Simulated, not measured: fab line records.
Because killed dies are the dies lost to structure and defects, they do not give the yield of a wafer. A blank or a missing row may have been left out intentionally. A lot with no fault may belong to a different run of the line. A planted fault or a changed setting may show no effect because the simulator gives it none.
fab line records + flow n5-finfet + part 2 of 2: steps 5 to 6 of 6
record
- lots=23
- wafers=69
- last-day=17
route steps=1938 shown BEOL_M6@1228 BEOL_M7@1279
lots that met no fault: from a run of the same line without faults
start-h: the number of hours between the record's first day and the start of the first shown wafer of the lot + wait-h: hours since the lot's step before + " the same as in the row above + L1.1+2: one row covering several wafers at once + - no value present, or no start provided + * or withheld: withheld + < > ~ a bound
route shown NAME@n: NAME is a module with steps in the file, n the number in the route of the first one + usual: the fault-free wafers' mean and standard deviation + same: alike in all rows + chamber/n: place in a boat + sites: per-site readings + _std_site: how widely they spread, as a standard deviation + _edge_site: the outer-site mean with the inner-site mean subtracted + radius-mm: for every site, how far away it sits from the centre of the wafer + mask NAME#n: copy n + behind: the tool/chamber that last shaped the wafer + hold: why the lot went on hold/how many hours it stayed there/how the hold came to an end + device: which transistor (n, p or np) failed to switch + end of line: tests of these same wafers at the route's end + a step without rows: its recipe alone + killed: count of dies lost to structure and defects at first sort (not the wafer's yield) + map: a wafer's dies, marking killed ones x, the rest . and places with no die _
set.NAME: the setting that was run; set.NAME@STEP: the one run at that earlier step + model.NAME: the simulator's own value behind a step, which no gauge read
steps of the route over a sample of lots; a table a step, a row a wafer
services: the hour from which a tool's chamber was out of use, counted from the record's first day as start-h (under 0 if before that day), plus the number of hours and why
## steps
# step N5_BEOL_M7_STRIP_19
# recipe
- chemistry=O2
- power-w=400
- temp-c=40
- pressure-mtorr=30
- rf-frequency-hz=6e+07
- bias-power-w=0
- overash-fraction=0.2
- o2-flow-sccm=225
# usual
- drypump-motor-current-A=5.9/0.48
- o2-flow-sccm=224.9/0.7
- oes-product-au=0.74/0.072
- rf-vpp-V=3.6/0.63
- showerhead-plenum-p-Torr=2.10/0.081
- throttle-valve-pct=16.73/0.16
| lot.wafer | tool        | chamber | start-h | wait-h | drypump-motor-current-A | o2-flow-sccm | oes-product-au | rf-hours-counter-h | rf-vpp-V | showerhead-plenum-p-Torr | throttle-valve-pct |
|-----------|-------------|---------|---------|--------|-------------------------|--------------|----------------|--------------------|----------|--------------------------|--------------------|
| L074.1    | rie-diel-03 | 2       | 192.44  | 0.1    | 5.3                     | 224.8        | 0.71           | 198                | 3.5      | 2.08                     | 16.49              |
| L074.2    | "           | 1       | "       | "      | 6.5                     | 225.0        | 0.72           | 184                | 3.4      | 2.11                     | 16.95              |
| L074.3    | "           | 0       | "       | "      | 5.9                     | 225.5        | 0.69           | 239                | 3.1      | 1.96                     | 16.75              |
| L075.1    | rie-diel-03 | 1       | 199.64  | 0.3    | 6.5                     | 224.1        | 0.71           | 187                | 3.8      | 2.11                     | 16.97              |
| L075.3    | "           | 2       | "       | "      | 5.3                     | 224.2        | 0.71           | 200                | 4.0      | 2.08                     | 16.53              |
| L075.5    | "           | 2       | "       | "      | 5.3                     | 225.7        | 0.72           | -                  | 4.0      | 2.08                     | 16.50              |
| L077.1    | rie-diel-04 | 3       | 215.37  | 0.2    | 5.9                     | 223.8        | 0.70           | 188                | 3.2      | 2.19                     | 16.78              |
| L077.3    | "           | 0       | "       | "      | 6.3                     | 223.2        | 0.71           | 223                | 4.2      | 1.96                     | 16.91              |
| L077.5    | "           | 1       | "       | "      | 6.0                     | 225.2        | 0.71           | -                  | 4.7      | 2.17                     | 16.70              |
| L076.1    | rie-diel-04 | 1       | 216.54  | 0.1    | 6.0                     | 223.8        | 0.71           | 170                | 4.0      | 2.17                     | 16.72              |
| L076.4    | "           | 3       | "       | "      | 5.9                     | 224.8        | 0.69           | 189                | 3.2      | 2.19                     | 16.77              |
| L076.5    | "           | 0       | "       | "      | 6.3                     | 223.1        | 0.71           | -                  | 2.7      | 1.96                     | 16.91              |
| L078.1    | rie-diel-02 | 1       | 219.19  | 0.1    | 6.2                     | 225.5        | 0.74           | 159                | 4.6      | 2.00                     | 16.55              |
| L078.5    | "           | 1       | "       | "      | 6.2                     | 225.7        | 0.74           | -                  | 3.5      | 2.00                     | 16.56              |
| L078.6    | "           | 0       | "       | "      | 5.1                     | 225.0        | 0.79           | -                  | 3.4      | 2.21                     | 16.64              |
| L079.1    | rie-diel-02 | 0       | 224.46  | 0.2    | 5.1                     | 225.2        | 0.80           | 114                | 4.1      | 2.21                     | 16.63              |
| L079.3    | "           | 3       | "       | "      | 6.6                     | 224.5        | 0.95           | 9                  | 3.8      | 2.17                     | 16.60              |
| L079.5    | "           | 1       | "       | "      | 6.2                     | 225.5        | 0.73           | -                  | 3.1      | 2.00                     | 16.55              |
| L080.2    | rie-diel-03 | 2       | 232.93  | 0.1    | 5.3                     | 225.2        | 0.70           | 211                | 3.5      | 2.08                     | 16.53              |
| L080.3    | "           | 3       | "       | "      | 5.3                     | 225.4        | 0.71           | 189                | 4.7      | 2.00                     | 16.88              |
| L080.6    | "           | 1       | "       | "      | 6.5                     | 224.3        | 0.71           | -                  | 2.7      | 2.11                     | 16.98              |
| L081.1    | rie-diel-03 | 1       | 233.00  | 0.1    | 6.5                     | 225.2        | 0.70           | 198                | 3.1      | 2.11                     | 17.00              |
| L081.3    | "           | 3       | "       | "      | 5.3                     | 224.9        | 0.71           | 189                | 3.2      | 2.00                     | 16.88              |
| L081.5    | "           | 3       | "       | "      | 5.3                     | 224.7        | 0.72           | -                  | 3.6      | 2.00                     | 16.91              |
| L082.2    | rie-diel-02 | 3       | 233.26  | 0.1    | 6.6                     | 225.3        | 0.95           | 12                 | 4.2      | 2.17                     | 16.59              |
| L082.3    | "           | 1       | "       | "      | 6.2                     | 225.3        | 0.73           | 164                | 3.3      | 2.00                     | 16.58              |
| L082.5    | "           | 0       | "       | "      | 5.1                     | 224.9        | 0.79           | -                  | 3.7      | 2.20                     | 16.64              |
| L086.1    | rie-diel-04 | 1       | 268.87  | 0.2    | 6.0                     | 224.5        | 0.70           | 185                | 3.7      | 2.16                     | 16.74              |
| L086.3    | "           | 0       | "       | "      | 6.3                     | 225.0        | 0.70           | 239                | 3.1      | 1.96                     | 16.95              |
| L086.4    | "           | 3       | "       | "      | 6.0                     | 224.6        | 0.70           | -                  | 3.3      | 2.19                     | 16.82              |
| L084.1    | rie-diel-02 | 1       | 269.65  | 0.1    | 6.1                     | 225.2        | 0.73           | 175                | 3.7      | 2.00                     | 16.63              |
| L084.5    | "           | 2       | "       | "      | 6.1                     | 226.0        | 0.71           | -                  | 4.2      | 2.07                     | 16.58              |
| L084.6    | "           | 3       | "       | "      | 6.6                     | 225.2        | 0.91           | -                  | 4.3      | 2.16                     | 16.61              |
| L085.2    | rie-diel-04 | 3       | 273.27  | 0.1    | 6.0                     | 224.7        | 0.69           | 206                | 3.3      | 2.18                     | 16.82              |
| L085.3    | "           | 2       | "       | "      | 5.4                     | 224.8        | 0.74           | 173                | 4.2      | 2.08                     | 16.71              |
| L085.4    | "           | 1       | "       | "      | 6.0                     | 223.7        | 0.70           | 186                | 4.6      | 2.16                     | 16.76              |
| L088.2    | rie-diel-03 | 3       | 275.49  | 0.1    | 5.3                     | 225.1        | 0.71           | 203                | 3.3      | 1.99                     | 16.90              |
| L088.3    | "           | 0       | "       | "      | 5.9                     | 225.2        | 0.97           | 7                  | 3.8      | 2.22                     | 16.32              |
| L088.5    | "           | 2       | "       | "      | 5.3                     | 225.8        | 0.69           | -                  | 3.0      | 2.07                     | 16.58              |
| L087.2    | rie-diel-03 | 3       | 276.04  | 0.1    | 5.3                     | 224.9        | 0.71           | 203                | 2.6      | 1.99                     | 16.93              |
| L087.3    | "           | 2       | "       | "      | 5.2                     | 225.3        | 0.69           | 226                | 3.3      | 2.07                     | 16.57              |
| L087.5    | "           | 3       | "       | "      | 5.3                     | 224.1        | 0.70           | -                  | 3.4      | 1.99                     | 16.93              |
| L089.1    | rie-diel-04 | 2       | 292.75  | 0.2    | 5.4                     | 226.2        | 0.72           | 179                | 4.1      | 2.08                     | 16.72              |
| L089.2    | "           | 1       | "       | "      | 6.0                     | 225.0        | 0.70           | 193                | 3.8      | 2.16                     | 16.77              |
| L089.3    | "           | 3       | "       | "      | 5.9                     | 226.0        | 0.68           | 212                | 3.4      | 2.18                     | 16.83              |
| L090.1    | rie-diel-02 | 1       | 292.95  | 0.1    | 6.1                     | 225.1        | 0.73           | 181                | 4.1      | 1.99                     | 16.60              |
| L090.5    | "           | 2       | "       | "      | 6.1                     | 225.4        | 0.71           | -                  | 4.1      | 2.07                     | 16.60              |
| L090.6    | "           | 1       | "       | "      | 6.1                     | 224.4        | 0.73           | -                  | 2.9      | 2.00                     | 16.60              |
| L092.1    | rie-diel-04 | 0       | 302.79  | 0.1    | 6.4                     | 226.7        | 0.69           | 250                | 4.8      | 1.95                     | 16.96              |
| L092.2    | "           | 1       | "       | "      | 6.1                     | 225.4        | 0.70           | 196                | 3.0      | 2.16                     | 16.75              |
| L092.4    | "           | 3       | "       | "      | 6.0                     | 225.4        | 0.68           | 215                | 2.9      | 2.18                     | 16.84              |
| L091.1    | rie-diel-04 | 3       | 305.16  | 0.3    | 6.0                     | 225.1        | 0.68           | 216                | 3.6      | 2.18                     | 16.82              |
| L091.3    | "           | 1       | "       | "      | 6.0                     | 223.8        | 0.69           | 197                | 5.0      | 2.16                     | 16.75              |
| L091.6    | "           | 3       | "       | "      | 5.9                     | 225.3        | 0.68           | -                  | 4.9      | 2.18                     | 16.85              |
| L094.2    | rie-diel-02 | 0       | 312.95  | 0.1    | 5.1                     | 225.6        | 0.77           | 141                | 4.2      | 2.20                     | 16.67              |
| L094.5    | "           | 2       | "       | "      | 6.1                     | 225.8        | 0.69           | -                  | 4.1      | 2.07                     | 16.59              |
| L094.6    | "           | 1       | "       | "      | 6.1                     | 224.8        | 0.71           | -                  | 3.0      | 1.99                     | 16.62              |
| L093.3    | rie-diel-04 | 3       | 314.42  | 0.1    | 5.9                     | 225.3        | 0.68           | 220                | 2.9      | 2.18                     | 16.84              |
| L093.5    | "           | 3       | "       | "      | 6.0                     | 224.1        | 0.68           | -                  | 4.4      | 2.18                     | 16.84              |
| L093.6    | "           | 2       | "       | "      | 5.4                     | 223.9        | 0.73           | -                  | 3.6      | 2.08                     | 16.72              |
| L096.4    | rie-diel-04 | 2       | 326.21  | 0.3    | 5.4                     | 225.2        | 0.72           | 191                | 2.6      | 2.08                     | 16.73              |
| L096.5    | "           | 2       | "       | "      | 5.4                     | 224.9        | 0.73           | -                  | 3.6      | 2.08                     | 16.72              |
| L096.6    | "           | 1       | "       | "      | 6.0                     | 223.9        | 0.69           | -                  | 3.2      | 2.16                     | 16.79              |
| L095.1    | rie-diel-02 | 1       | 326.39  | 0.3    | 6.2                     | 224.1        | 0.72           | 191                | 4.1      | 1.99                     | 16.63              |
| L095.2    | "           | 0       | "       | "      | 5.1                     | 225.2        | 0.77           | 145                | 3.9      | 2.20                     | 16.69              |
| L095.4    | "           | 3       | "       | "      | 6.6                     | 226.0        | 0.89           | 36                 | 3.2      | 2.16                     | 16.63              |
| L097.1    | rie-diel-03 | 1       | 332.97  | 0.1    | 6.5                     | 225.1        | 0.69           | 232                | 3.1      | 2.10                     | 17.05              |
| L097.2    | "           | 3       | "       | "      | 5.3                     | 225.0        | 0.69           | 221                | 2.9      | 1.99                     | 16.93              |
| L097.6    | "           | 0       | "       | "      | 5.9                     | 224.7        | 0.89           | -                  | 3.7      | 2.21                     | 16.37              |
# step N5_BEOL_M7_SPUTTER_48
# recipe
- material=Cu
- target-thk-a=100
- temp-c=-20
- bias-v=60
- power-w=26000
- chamber-pressure-pa=0.13
- time-s=1.667
# usual
- chamber-pressure-pa=0.13001/0.00026
- chuck-gas-flow-sccm=1.25/0.046
- throttle-valve-pct=30.1/1.2
| lot.wafer | tool           | chamber | start-h | wait-h | chamber-pressure-pa | chuck-gas-flow-sccm | throttle-valve-pct |
|-----------|----------------|---------|---------|--------|---------------------|---------------------|--------------------|
| L074.1    | pvd-sputter-02 | -       | 194.80  | 0.1    | 0.1301              | 1.20                | 31.1               |
| L074.2    | "              | -       | "       | "      | 0.13012             | 1.20                | 30.9               |
| L074.3    | "              | -       | "       | "      | 0.12999             | 1.27                | 30.9               |
| L075.1    | pvd-sputter-01 | -       | 202.58  | 0.1    | 0.12982             | 1.23                | 29.0               |
| L075.3    | "              | -       | "       | "      | 0.1304              | 1.22                | 31.6               |
| L075.5    | "              | -       | "       | "      | 0.12968             | 1.31                | 31.7               |
| L076.1    | pvd-sputter-02 | -       | 223.03  | 0.2    | 0.13013             | 1.32                | 31.2               |
| L076.4    | "              | -       | "       | "      | 0.13017             | 1.33                | 30.9               |
| L076.5    | "              | -       | "       | "      | 0.13011             | 1.20                | 30.8               |
| L078.1    | pvd-sputter-03 | -       | 223.36  | 0.1    | 0.13022             | 1.23                | 28.4               |
| L078.5    | "              | -       | "       | "      | 0.12984             | 1.31                | 28.6               |
| L078.6    | "              | -       | "       | "      | 0.13024             | 1.28                | 28.9               |
| L077.1    | pvd-sputter-02 | -       | 223.39  | 0.1    | 0.13013             | 1.24                | 31.1               |
| L077.3    | "              | -       | "       | "      | 0.13016             | 1.20                | 30.9               |
| L077.5    | "              | -       | "       | "      | 0.13012             | 1.26                | 31.0               |
| L079.1    | pvd-sputter-03 | -       | 229.13  | 0.1    | 0.13031             | 1.26                | 28.8               |
| L079.3    | "              | -       | "       | "      | 0.13034             | 1.28                | 28.1               |
| L079.5    | "              | -       | "       | "      | 0.13021             | 1.23                | 28.6               |
| L081.1    | pvd-sputter-01 | -       | 236.58  | 0.1    | 0.12974             | 1.23                | 28.9               |
| L081.3    | "              | -       | "       | "      | 0.12994             | 1.34                | 27.8               |
| L081.5    | "              | -       | "       | "      | 0.13049             | 1.21                | 31.6               |
| L080.2    | pvd-sputter-01 | -       | 236.66  | 0.1    | 0.12969             | 1.26                | 27.9               |
| L080.3    | "              | -       | "       | "      | 0.12991             | 1.21                | 30.4               |
| L080.6    | "              | -       | "       | "      | 0.12969             | 1.33                | 28.1               |
| L082.2    | pvd-sputter-02 | -       | 236.82  | 0.1    | 0.13034             | 1.23                | 30.8               |
| L082.3    | "              | -       | "       | "      | 0.12982             | 1.22                | 31.0               |
| L082.5    | "              | -       | "       | "      | 0.12964             | 1.22                | 30.9               |
| L086.1    | pvd-sputter-03 | -       | 272.06  | 0.1    | 0.12975             | 1.28                | 28.6               |
| L086.3    | "              | -       | "       | "      | 0.13059             | 1.19                | 28.7               |
| L086.4    | "              | -       | "       | "      | 0.12976             | 1.31                | 30.8               |
| L084.1    | pvd-sputter-03 | -       | 272.50  | 0.1    | 0.12957             | 1.26                | 30.9               |
| L084.5    | "              | -       | "       | "      | 0.13012             | 1.23                | 28.5               |
| L084.6    | "              | -       | "       | "      | 0.12981             | 1.30                | 30.6               |
| L085.2    | pvd-sputter-01 | -       | 279.99  | 0.3    | 0.12972             | 1.25                | 28.9               |
| L085.3    | "              | -       | "       | "      | 0.12979             | 1.28                | 30.3               |
| L085.4    | "              | -       | "       | "      | 0.13017             | 1.15                | 31.7               |
| L088.2    | pvd-sputter-02 | -       | 281.03  | 0.1    | 0.13021             | 1.28                | 31.0               |
| L088.3    | "              | -       | "       | "      | 0.12968             | 1.20                | 31.2               |
| L088.5    | "              | -       | "       | "      | 0.13028             | 1.25                | 30.7               |
| L087.2    | pvd-sputter-01 | -       | 281.72  | 0.2    | 0.12972             | 1.25                | 28.1               |
| L087.3    | "              | -       | "       | "      | 0.1306              | 1.17                | 30.4               |
| L087.5    | "              | -       | "       | "      | 0.13053             | 1.21                | 29.0               |
| L089.1    | pvd-sputter-01 | -       | 297.80  | 0.1    | 0.12988             | 1.26                | 30.5               |
| L089.2    | "              | -       | "       | "      | 0.13043             | 1.23                | 31.6               |
| L089.3    | "              | -       | "       | "      | 0.12998             | 1.28                | 27.8               |
| L090.1    | pvd-sputter-02 | -       | 298.27  | 0.1    | 0.13021             | 1.23                | 31.0               |
| L090.5    | "              | -       | "       | "      | 0.12997             | 1.26                | 31.0               |
| L090.6    | "              | -       | "       | "      | 0.12989             | 1.28                | 30.7               |
| L092.1    | pvd-sputter-01 | -       | 305.38  | 0.1    | 0.12986             | 1.31                | 27.9               |
| L092.2    | "              | -       | "       | "      | 0.13047             | 1.22                | 28.9               |
| L092.4    | "              | -       | "       | "      | 0.13043             | 1.28                | 31.8               |
| L091.1    | pvd-sputter-02 | -       | 309.01  | 0.1    | 0.13012             | 1.28                | 31.0               |
| L091.3    | "              | -       | "       | "      | 0.12951             | 1.23                | 30.8               |
| L091.6    | "              | -       | "       | "      | 0.13031             | 1.21                | 30.7               |
| L094.2    | pvd-sputter-01 | -       | 315.26  | 0.1    | 0.12977             | 1.28                | 28.1               |
| L094.5    | "              | -       | "       | "      | 0.12989             | 1.34                | 28.0               |
| L094.6    | "              | -       | "       | "      | 0.12987             | 1.22                | 29.0               |
| L093.3    | pvd-sputter-02 | -       | 318.40  | 0.3    | 0.1297              | 1.23                | 31.0               |
| L093.5    | "              | -       | "       | "      | 0.1305              | 1.26                | 31.0               |
| L093.6    | "              | -       | "       | "      | 0.13002             | 1.34                | 30.7               |
| L096.4    | pvd-sputter-02 | -       | 329.85  | 0.0    | 0.13025             | 1.32                | 31.3               |
| L096.5    | "              | -       | "       | "      | 0.12957             | 1.25                | 30.8               |
| L096.6    | "              | -       | "       | "      | 0.12992             | 1.27                | 30.9               |
| L095.1    | pvd-sputter-01 | -       | 332.68  | 0.2    | 0.13038             | 1.29                | 29.1               |
| L095.2    | "              | -       | "       | "      | 0.12983             | 1.16                | 27.8               |
| L095.4    | "              | -       | "       | "      | 0.13056             | 1.26                | 32.0               |
| L097.1    | pvd-sputter-01 | -       | 339.81  | 0.2    | 0.1301              | 1.26                | 29.0               |
| L097.2    | "              | -       | "       | "      | 0.12987             | 1.20                | 31.9               |
| L097.6    | "              | -       | "       | "      | 0.13013             | 1.24                | 31.4               |
## services
| tool           | chamber | start-h | hours | kind                          |
|----------------|---------|---------|-------|-------------------------------|
| rie-diel-02    | 3       | 178.90  | -     | clean                         |
| rie-diel-02    | 3       | 178.90  | -     | consumable-replace:focus-ring |
| rie-diel-02    | 3       | 178.90  | 12.8  | scheduled-down                |
| rie-diel-02    | 3       | 178.90  | 12.8  | vent-cycle                    |
| rie-diel-02    | 3       | 210.65  | 2.9   | repair                        |
| rie-diel-03    | 0       | 225.48  | -     | clean                         |
| rie-diel-03    | 0       | 225.48  | -     | consumable-replace:focus-ring |
| rie-diel-03    | 0       | 225.48  | -     | consumable-replace:showerhead |
| rie-diel-03    | 0       | 225.48  | 21.1  | scheduled-down                |
| rie-diel-03    | 0       | 225.48  | 21.1  | vent-cycle                    |
| rie-diel-04    | 2       | 248.97  | 8.5   | repair                        |
| rie-diel-02    | 3       | 249.69  | 7.0   | repair                        |
| pvd-sputter-03 | -       | 279.46  | 4.2   | repair                        |
| rie-diel-04    | 0       | 303.73  | -     | clean                         |
| rie-diel-04    | 0       | 303.73  | -     | consumable-replace:focus-ring |
| rie-diel-04    | 0       | 303.73  | -     | consumable-replace:showerhead |
| rie-diel-04    | 0       | 303.73  | 17.6  | scheduled-down                |
| rie-diel-04    | 0       | 303.73  | 17.6  | vent-cycle                    |
| rie-diel-04    | 2       | 316.38  | 2.4   | repair                        |
| rie-diel-02    | 1       | 327.06  | 13.8  | repair                        |
| rie-diel-03    | 2       | 333.27  | 7.1   | repair                        |
